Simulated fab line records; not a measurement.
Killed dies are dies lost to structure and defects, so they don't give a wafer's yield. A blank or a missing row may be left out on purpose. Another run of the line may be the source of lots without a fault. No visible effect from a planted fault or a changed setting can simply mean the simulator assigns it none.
Matching of chambers | flow nandHarc | NHARC_P_GATE_DESCUM_61 on rieDiel-12: 4 sister chambers
The step chemistry O2, time 3 s. 7 wafers are shown with their chamber, then 8 later ones without.

WAFERS, EACH WITH ITS CHAMBER
wafer  | chamber | drypumpMotorCurrentA (A) | rfVppV (V)
L081.4 | 2       | 6.5                      | 57.7
L082.1 | 0       | 5.9                      | 59.3
L082.4 | 2       | 6.6                      | 57.3
L085.4 | 1       | 6.0                      | 58.1
L085.5 | 0       | 6.0                      | 58.8
L085.6 | 3       | 6.4                      | 57.7
L084.2 | 1       | 6.0                      | 55.2

WAFERS MISSING THEIR CHAMBER
wafer  | drypumpMotorCurrentA (A) | rfVppV (V)
L084.5 | 5.9                      | 58.6
L084.6 | 6.4                      | 57.9
L093.4 | 6.4                      | 58.1
L093.5 | 6.6                      | 55.4
L093.6 | 6.4                      | 59.2
L095.1 | 5.9                      | 58.2
L095.2 | 6.6                      | 56.0
L095.6 | 6.4                      | 56.7

WHICH CHAMBER EACH ONE RAN IN
wafer  | from the rows above     | in truth
L084.5 | can't be placed: 0 or 1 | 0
L084.6 | 3                       | 3
L093.4 | 3                       | 3
L093.5 | 2                       | 2
L093.6 | can't be placed: 3 or 2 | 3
L095.1 | can't be placed: 0 or 1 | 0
L095.2 | 2                       | 2
L095.6 | can't be placed: 3 or 2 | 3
Placed correctly: 4 of 8. From these rows, 4 cannot be placed; in 4 the true chamber is one of the candidates. Wrongly placed: 0.
How it was worked out, from the rows above alone: a wafer's distance from a chamber is the root of the sum, over the readings, of the square of ((its reading less the chamber's mean) divided by the reading's scatter). The wafer belongs to the nearest chamber; if the next one is less than 2 further off, it can't be placed. Each chamber's mean is taken over the wafers shown for it. The scatter is the square root of a quotient: the sum, over the shown wafers, of each reading's squared deviation from its chamber's mean, divided by wafers minus chambers.
